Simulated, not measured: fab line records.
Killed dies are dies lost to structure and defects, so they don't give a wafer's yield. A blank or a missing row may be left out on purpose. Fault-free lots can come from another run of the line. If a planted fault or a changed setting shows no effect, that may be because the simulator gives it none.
The tool behind it: which one? :: flow nand-harc :: 24 lots, 72 wafers sampled, at 4 steps of a route of 1302

== WHAT THE GAUGES SHOWED, per wafer ==
NHARC_P_ZERO_WELL_INSPECT_43.
lot: L074
measured: day 2 03:51
on: defect-inspect-01
raw-defect-count: 9 26 12

lot: L075
measured: day 2 13:39
on: defect-inspect-02
raw-defect-count: 15 15 29

lot: L076
measured: day 2 23:38
on: defect-inspect-01
raw-defect-count: 19 24 24

lot: L077
measured: day 3 09:46
on: defect-inspect-01
raw-defect-count: 6 30 11

lot: L078
measured: day 3 19:40
on: defect-inspect-01
raw-defect-count: 8 17 12

lot: L079
measured: day 4 07:28
on: defect-inspect-01
raw-defect-count: 23 12 25

lot: L080
measured: day 4 15:34
on: defect-inspect-01
raw-defect-count: 11 11 7

lot: L081
measured: day 5 01:33
on: defect-inspect-02
raw-defect-count: 5 10 8

lot: L082
measured: day 5 11:32
on: defect-inspect-01
raw-defect-count: 10 6 17

lot: L083
measured: day 5 21:40
on: defect-inspect-02
raw-defect-count: 9 20 13

lot: L084
measured: day 6 09:11
on: defect-inspect-02
raw-defect-count: 19 17 13

lot: L085
measured: day 6 17:44
on: defect-inspect-01
raw-defect-count: 27 6 14

lot: L086
measured: day 7 03:29
on: defect-inspect-01
raw-defect-count: 8 16 16

lot: L087
measured: day 7 14:13
on: defect-inspect-02
raw-defect-count: 15 9 9

lot: L088
measured: day 7 23:32
on: defect-inspect-01
raw-defect-count: 8 12 8

lot: L089
measured: day 8 10:05
on: defect-inspect-01
raw-defect-count: 18 19 10

lot: L090
measured: day 8 19:34
on: defect-inspect-02
raw-defect-count: 5 13 1

lot: L091
measured: day 9 05:38
on: defect-inspect-01
raw-defect-count: 17 20 9

lot: L092
measured: day 9 15:32
on: defect-inspect-01
raw-defect-count: 13 11 19

lot: L093
measured: day 10 01:29
on: defect-inspect-02
raw-defect-count: 12 20 11

lot: L094
measured: day 10 13:13
on: defect-inspect-02
raw-defect-count: 15 24 19

lot: L095
measured: day 10 21:35
on: defect-inspect-02
raw-defect-count: 15 15 19

lot: L096
measured: day 11 07:30
on: defect-inspect-01
raw-defect-count: 20 12 7

lot: L097
measured: day 11 17:30
on: defect-inspect-02
raw-defect-count: 25 14 25

NHARC_P_CONTACT_CD_MEAS_19.
lot: L074
measured: day 6 07:47
on: cd-sem-01
cd-nm (nm): 90.8 90.7 89.4

lot: L075
measured: day 6 10:09
on: cd-sem-02
cd-nm (nm): 88.7 87.9 90.3

lot: L076
measured: day 6 17:56
on: cd-sem-01
cd-nm (nm): 89.4 89.2 92.5

lot: L077
measured: day 7 02:35
on: cd-sem-01
cd-nm (nm): 91.5 89.9 92.5

lot: L078
measured: day 7 12:22
on: cd-sem-03
cd-nm (nm): 89.6 89.8 90.4

lot: L079
measured: day 8 07:55
on: cd-sem-01
cd-nm (nm): 89.8 90.1 87.2

lot: L080
measured: day 8 12:13
on: cd-sem-01
cd-nm (nm): 89.4 87.3 89.0

lot: L081
measured: day 8 19:01
on: cd-sem-03
cd-nm (nm): 89.6 87.2 88.0

lot: L082
measured: day 9 11:07
on: cd-sem-02
cd-nm (nm): 86.7 90.6 89.3

lot: L083
measured: day 9 20:06
on: cd-sem-01
cd-nm (nm): 88.8 90.6 92.0

lot: L084
measured: day 10 06:31
on: cd-sem-01
cd-nm (nm): 90.9 91.9 89.1

lot: L085
measured: day 10 13:01
on: cd-sem-01
cd-nm (nm): 90.8 92.5 88.6

lot: L086
measured: day 10 18:47
on: cd-sem-02
cd-nm (nm): 87.2 88.3 89.0

lot: L087
measured: day 11 05:44
on: cd-sem-02
cd-nm (nm): 88.7 91.0 91.8

lot: L088
measured: day 11 22:50
on: cd-sem-02
cd-nm (nm): 91.0 88.8 92.9

lot: L089
measured: day 12 11:32
on: cd-sem-03
cd-nm (nm): 89.8 89.1 91.4

lot: L090
measured: day 12 19:00
on: cd-sem-03
cd-nm (nm): 92.3 91.0 91.2

lot: L091
measured: day 12 23:06
on: cd-sem-03
cd-nm (nm): 92.8 90.1 91.2

lot: L092
measured: day 13 10:20
on: cd-sem-03
cd-nm (nm): 89.3 89.5 89.0

lot: L093
measured: day 13 20:36
on: cd-sem-01
cd-nm (nm): 91.5 89.2 90.6

lot: L094
measured: day 14 04:26
on: cd-sem-01
cd-nm (nm): 90.0 89.8 90.7

lot: L095
measured: day 14 13:41
on: cd-sem-03
cd-nm (nm): 89.2 90.2 90.0

lot: L096
measured: day 15 00:23
on: cd-sem-03
cd-nm (nm): 90.3 89.4 87.8

lot: L097
measured: day 15 13:41
on: cd-sem-01
cd-nm (nm): 89.1 88.0 89.0

== WHICH TOOL RAN EACH LOT (tool, then ch and the chambers of the sampled wafers, then the start) ==
lot: L074
NHARC_P_GATE_DESCUM_31: rie-diel-11 ch 0,2,3, day 5 11:02
NHARC_P_CONTACT_DEP_30: pecvd-02 ch 0,1, day 6 05:20

lot: L075
NHARC_P_GATE_DESCUM_31: rie-diel-12 ch 2,3, day 5 13:11
NHARC_P_CONTACT_DEP_30: pecvd-02 ch 0,2, day 6 07:40

lot: L076
NHARC_P_GATE_DESCUM_31: rie-diel-12 ch 0,2,3, day 5 20:43
NHARC_P_CONTACT_DEP_30: pecvd-04 ch 0,1, day 6 15:26

lot: L077
NHARC_P_GATE_DESCUM_31: rie-diel-04 ch 1,2,3, day 6 05:19
NHARC_P_CONTACT_DEP_30: pecvd-04 ch 1,2, day 7 00:02

lot: L078
NHARC_P_GATE_DESCUM_31: rie-diel-04 ch 1,2, day 6 15:26
NHARC_P_CONTACT_DEP_30: pecvd-02 ch 0,1,2, day 7 09:44

lot: L079
NHARC_P_GATE_DESCUM_31: rie-diel-11 ch 0,2, day 7 11:02
NHARC_P_CONTACT_DEP_30: pecvd-02 ch 0,1, day 8 05:21

lot: L080
NHARC_P_GATE_DESCUM_31: rie-diel-11 ch 0,1,2, day 7 14:34
NHARC_P_CONTACT_DEP_30: pecvd-03 ch 0,1,2, day 8 09:37

lot: L081
NHARC_P_GATE_DESCUM_31: rie-diel-04 ch 0,1,3, day 7 21:52
NHARC_P_CONTACT_DEP_30: pecvd-03 ch 0,2, day 8 16:02

lot: L082
NHARC_P_GATE_DESCUM_31: rie-diel-11 ch 0,1,3, day 8 14:15
NHARC_P_CONTACT_DEP_30: pecvd-04 ch 0,1,2, day 9 08:41

lot: L083
NHARC_P_GATE_DESCUM_31: rie-diel-12 ch 0,1,3, day 8 20:19
NHARC_P_CONTACT_DEP_30: pecvd-03 ch 0,1,2, day 9 17:02

lot: L084
NHARC_P_GATE_DESCUM_31: rie-diel-04 ch 1,2, day 9 07:22
NHARC_P_CONTACT_DEP_30: pecvd-02 ch 0,1,2, day 10 03:52

lot: L085
NHARC_P_GATE_DESCUM_31: rie-diel-11 ch 0,2,3, day 9 16:02
NHARC_P_CONTACT_DEP_30: pecvd-04 ch 0,1, day 10 10:25

lot: L086
NHARC_P_GATE_DESCUM_31: rie-diel-04 ch 0,1,3, day 9 21:43
NHARC_P_CONTACT_DEP_30: pecvd-04 ch 0,1, day 10 16:05

lot: L087
NHARC_P_GATE_DESCUM_31: rie-diel-12 ch 1,2,3, day 10 08:45
NHARC_P_CONTACT_DEP_30: pecvd-03 ch 0,1,2, day 11 03:07

lot: L088
NHARC_P_GATE_DESCUM_31: rie-diel-11 ch 1,2,3, day 11 01:50
NHARC_P_CONTACT_DEP_30: pecvd-03 ch 0,1,2, day 11 20:14

lot: L089
NHARC_P_GATE_DESCUM_31: rie-diel-04 ch 0,3, day 11 13:31
NHARC_P_CONTACT_DEP_30: pecvd-02 ch 0,2, day 12 08:05

lot: L090
NHARC_P_GATE_DESCUM_31: rie-diel-12 ch 1,2,3, day 11 21:59
NHARC_P_CONTACT_DEP_30: pecvd-02 ch 0,2, day 12 16:29

lot: L091
NHARC_P_GATE_DESCUM_31: rie-diel-12 ch 1,2, day 12 02:20
NHARC_P_CONTACT_DEP_30: pecvd-02 ch 1,2, day 12 20:37

lot: L092
NHARC_P_GATE_DESCUM_31: rie-diel-04 ch 0,2,3, day 12 13:19
NHARC_P_CONTACT_DEP_30: pecvd-03 ch 0,1, day 13 07:44

lot: L093
NHARC_P_GATE_DESCUM_31: rie-diel-04 ch 2,3, day 12 21:25
NHARC_P_CONTACT_DEP_30: pecvd-02 ch 0,1,2, day 13 18:05

lot: L094
NHARC_P_GATE_DESCUM_31: rie-diel-11 ch 0,3, day 13 07:23
NHARC_P_CONTACT_DEP_30: pecvd-04 ch 0,1, day 14 01:49

lot: L095
NHARC_P_GATE_DESCUM_31: rie-diel-12 ch 1,2,3, day 13 16:54
NHARC_P_CONTACT_DEP_30: pecvd-03 ch 0,1, day 14 11:15

lot: L096
NHARC_P_GATE_DESCUM_31: rie-diel-04 ch 2,3, day 14 03:25
NHARC_P_CONTACT_DEP_30: pecvd-03 ch 1,2, day 14 21:49

lot: L097
NHARC_P_GATE_DESCUM_31: rie-diel-11 ch 0,1,2, day 14 16:49
NHARC_P_CONTACT_DEP_30: pecvd-03 ch 0,1,2, day 15 11:05
- NHARC_P_GATE_DESCUM_31: chemistry O2, time 3 s.
- NHARC_P_CONTACT_DEP_30: deposits SiNx, target thk 30 nm.

== WHAT THE TOOLS THEMSELVES READ (means of the sampled wafers that have a number; where no wafer has one, the mark that the record gives instead) ==
NHARC_P_GATE_DESCUM_31.
lot: L074
tool: rie-diel-11
drypump-motor-current-A (A): 5.5
o2-flow-sccm (sccm): 199.0
oes-product-au (a.u.): 0.988
rf-vpp-V (V): 56.8
showerhead-plenum-p-Torr (Torr): 1.93
throttle-valve-pct (%): 11.313

lot: L075
tool: rie-diel-12
drypump-motor-current-A (A): 5.6
o2-flow-sccm (sccm): 200.2
oes-product-au (a.u.): 0.998
rf-vpp-V (V): 57.9
showerhead-plenum-p-Torr (Torr): 1.92
throttle-valve-pct (%): 11.308

lot: L076
tool: rie-diel-12
drypump-motor-current-A (A): 5.5
o2-flow-sccm (sccm): 199.7
oes-product-au (a.u.): 0.996
rf-vpp-V (V): 57.5
showerhead-plenum-p-Torr (Torr): 1.97
throttle-valve-pct (%): 11.312

lot: L077
tool: rie-diel-04
drypump-motor-current-A (A): 5.5
o2-flow-sccm (sccm): 199.8
oes-product-au (a.u.): 1.013
rf-vpp-V (V): 57.3
showerhead-plenum-p-Torr (Torr): 1.88
throttle-valve-pct (%): 11.310

lot: L078
tool: rie-diel-04
drypump-motor-current-A (A): 5.6
o2-flow-sccm (sccm): 199.8
oes-product-au (a.u.): 1.016
rf-vpp-V (V): 56.7
showerhead-plenum-p-Torr (Torr): 1.80
throttle-valve-pct (%): 11.313

lot: L079
tool: rie-diel-11
drypump-motor-current-A (A): 5.2
o2-flow-sccm (sccm): 200.3
oes-product-au (a.u.): 0.985
rf-vpp-V (V): 57.6
showerhead-plenum-p-Torr (Torr): 1.97
throttle-valve-pct (%): 11.316

lot: L080
tool: rie-diel-11
drypump-motor-current-A (A): 5.4
o2-flow-sccm (sccm): 199.4
oes-product-au (a.u.): 0.997
rf-vpp-V (V): 57.6
showerhead-plenum-p-Torr (Torr): 1.92
throttle-valve-pct (%): 11.301

lot: L081
tool: rie-diel-04
drypump-motor-current-A (A): 5.3
o2-flow-sccm (sccm): 200.5
oes-product-au (a.u.): 1.003
rf-vpp-V (V): 58.7
showerhead-plenum-p-Torr (Torr): 1.94
throttle-valve-pct (%): 11.298

lot: L082
tool: rie-diel-11
drypump-motor-current-A (A): 5.3
o2-flow-sccm (sccm): 200.5
oes-product-au (a.u.): 0.988
rf-vpp-V (V): 57.7
showerhead-plenum-p-Torr (Torr): 1.89
throttle-valve-pct (%): 11.310

lot: L083
tool: rie-diel-12
drypump-motor-current-A (A): 6.0
o2-flow-sccm (sccm): 199.9
oes-product-au (a.u.): 0.989
rf-vpp-V (V): 57.5
showerhead-plenum-p-Torr (Torr): 1.92
throttle-valve-pct (%): 11.306

lot: L084
tool: rie-diel-04
drypump-motor-current-A (A): 5.7
o2-flow-sccm (sccm): 200.8
oes-product-au (a.u.): 1.005
rf-vpp-V (V): 55.9
showerhead-plenum-p-Torr (Torr): 1.79
throttle-valve-pct (%): 11.309

lot: L085
tool: rie-diel-11
drypump-motor-current-A (A): 5.6
o2-flow-sccm (sccm): 199.8
oes-product-au (a.u.): 0.985
rf-vpp-V (V): 58.2
showerhead-plenum-p-Torr (Torr): 1.93
throttle-valve-pct (%): 11.311

lot: L086
tool: rie-diel-04
drypump-motor-current-A (A): 5.3
o2-flow-sccm (sccm): 200.0
oes-product-au (a.u.): 0.998
rf-vpp-V (V): 57.9
showerhead-plenum-p-Torr (Torr): 1.94
throttle-valve-pct (%): 11.310

lot: L087
tool: rie-diel-12
drypump-motor-current-A (A): 5.7
o2-flow-sccm (sccm): 200.1
oes-product-au (a.u.): 0.994
rf-vpp-V (V): 57.7
showerhead-plenum-p-Torr (Torr): 1.90
throttle-valve-pct (%): 11.309

lot: L088
tool: rie-diel-11
drypump-motor-current-A (A): 5.7
o2-flow-sccm (sccm): 200.2
oes-product-au (a.u.): 0.993
rf-vpp-V (V): 56.4
showerhead-plenum-p-Torr (Torr): 1.88
throttle-valve-pct (%): 11.305

lot: L089
tool: rie-diel-04
drypump-motor-current-A (A): 5.2
o2-flow-sccm (sccm): 200.3
oes-product-au (a.u.): 0.997
rf-vpp-V (V): 57.9
showerhead-plenum-p-Torr (Torr): 2.02
throttle-valve-pct (%): 11.310

lot: L090
tool: rie-diel-12
drypump-motor-current-A (A): 5.7
o2-flow-sccm (sccm): 200.1
oes-product-au (a.u.): 1.004
rf-vpp-V (V): 58.6
showerhead-plenum-p-Torr (Torr): 1.90
throttle-valve-pct (%): 11.311

lot: L091
tool: rie-diel-12
drypump-motor-current-A (A): 5.7
o2-flow-sccm (sccm): 200.4
oes-product-au (a.u.): 0.999
rf-vpp-V (V): 56.7
showerhead-plenum-p-Torr (Torr): 1.89
throttle-valve-pct (%): 11.311

lot: L092
tool: rie-diel-04
drypump-motor-current-A (A): 5.4
o2-flow-sccm (sccm): 199.7
oes-product-au (a.u.): 0.995
rf-vpp-V (V): 58.6
showerhead-plenum-p-Torr (Torr): 1.93
throttle-valve-pct (%): 11.308

lot: L093
tool: rie-diel-04
drypump-motor-current-A (A): 5.4
o2-flow-sccm (sccm): 200.2
oes-product-au (a.u.): 0.992
rf-vpp-V (V): 58.6
showerhead-plenum-p-Torr (Torr): 1.97
throttle-valve-pct (%): 11.312

lot: L094
tool: rie-diel-11
drypump-motor-current-A (A): 5.4
o2-flow-sccm (sccm): 200.7
oes-product-au (a.u.): 0.978
rf-vpp-V (V): 57.9
showerhead-plenum-p-Torr (Torr): 1.89
throttle-valve-pct (%): 11.314

lot: L095
tool: rie-diel-12
drypump-motor-current-A (A): 5.7
o2-flow-sccm (sccm): 200.0
oes-product-au (a.u.): 0.997
rf-vpp-V (V): 57.4
showerhead-plenum-p-Torr (Torr): 1.90
throttle-valve-pct (%): 11.309

lot: L096
tool: rie-diel-04
drypump-motor-current-A (A): 5.6
o2-flow-sccm (sccm): 200.1
oes-product-au (a.u.): 1.001
rf-vpp-V (V): 57.0
showerhead-plenum-p-Torr (Torr): 1.88
throttle-valve-pct (%): 11.310

lot: L097
tool: rie-diel-11
drypump-motor-current-A (A): 5.4
o2-flow-sccm (sccm): 199.8
oes-product-au (a.u.): 0.988
rf-vpp-V (V): 57.6
showerhead-plenum-p-Torr (Torr): 1.92
throttle-valve-pct (%): 11.306

NHARC_P_CONTACT_DEP_30.
lot: L074
tool: pecvd-02
heater-power-w (W): 568

lot: L075
tool: pecvd-02
heater-power-w (W): 658

lot: L076
tool: pecvd-04
heater-power-w (W): 680

lot: L077
tool: pecvd-04
heater-power-w (W): 678

lot: L078
tool: pecvd-02
heater-power-w (W): 682

lot: L079
tool: pecvd-02
heater-power-w (W): 562

lot: L080
tool: pecvd-03
heater-power-w (W): 645

lot: L081
tool: pecvd-03
heater-power-w (W): 731

lot: L082
tool: pecvd-04
heater-power-w (W): 612

lot: L083
tool: pecvd-03
heater-power-w (W): 633

lot: L084
tool: pecvd-02
heater-power-w (W): 679

lot: L085
tool: pecvd-04
heater-power-w (W): 625

lot: L086
tool: pecvd-04
heater-power-w (W): 673

lot: L087
tool: pecvd-03
heater-power-w (W): 667

lot: L088
tool: pecvd-03
heater-power-w (W): 674

lot: L089
tool: pecvd-02
heater-power-w (W): 647

lot: L090
tool: pecvd-02
heater-power-w (W): 707

lot: L091
tool: pecvd-02
heater-power-w (W): 775

lot: L092
tool: pecvd-03
heater-power-w (W): 634

lot: L093
tool: pecvd-02
heater-power-w (W): 712

lot: L094
tool: pecvd-04
heater-power-w (W): 691

lot: L095
tool: pecvd-03
heater-power-w (W): 642

lot: L096
tool: pecvd-03
heater-power-w (W): 647

lot: L097
tool: pecvd-03
heater-power-w (W): 664

== THE ANSWER, worked out from the rows above alone ==
Rule: the usual values come from the lots themselves. Put in order of their means at a reading, lots are off if they are a third of the lots or fewer, leave a main group of 4 or more, and stand apart from it by a gap of 3 or more times the standard deviation of the main group's means; of several such gaps the widest counts. Not used: any main group whose means are identical at the precision the tables above print for the reading. Also off: a lot with no number at a reading for which 4 or more lots have one. Where the step has rows for the other lots, those lots are counted as sound. After the gauges, taken in route order, come the tools' own readings; for these a lot's mean is taken, as printed above. At the first step where some lot is off, the reading lying furthest off is the one used; lots without a number count as furthest.
No lot is off at any reading shown: from this, nothing can be told.

== WHAT THE SIMULATOR HAD PUT IN ==
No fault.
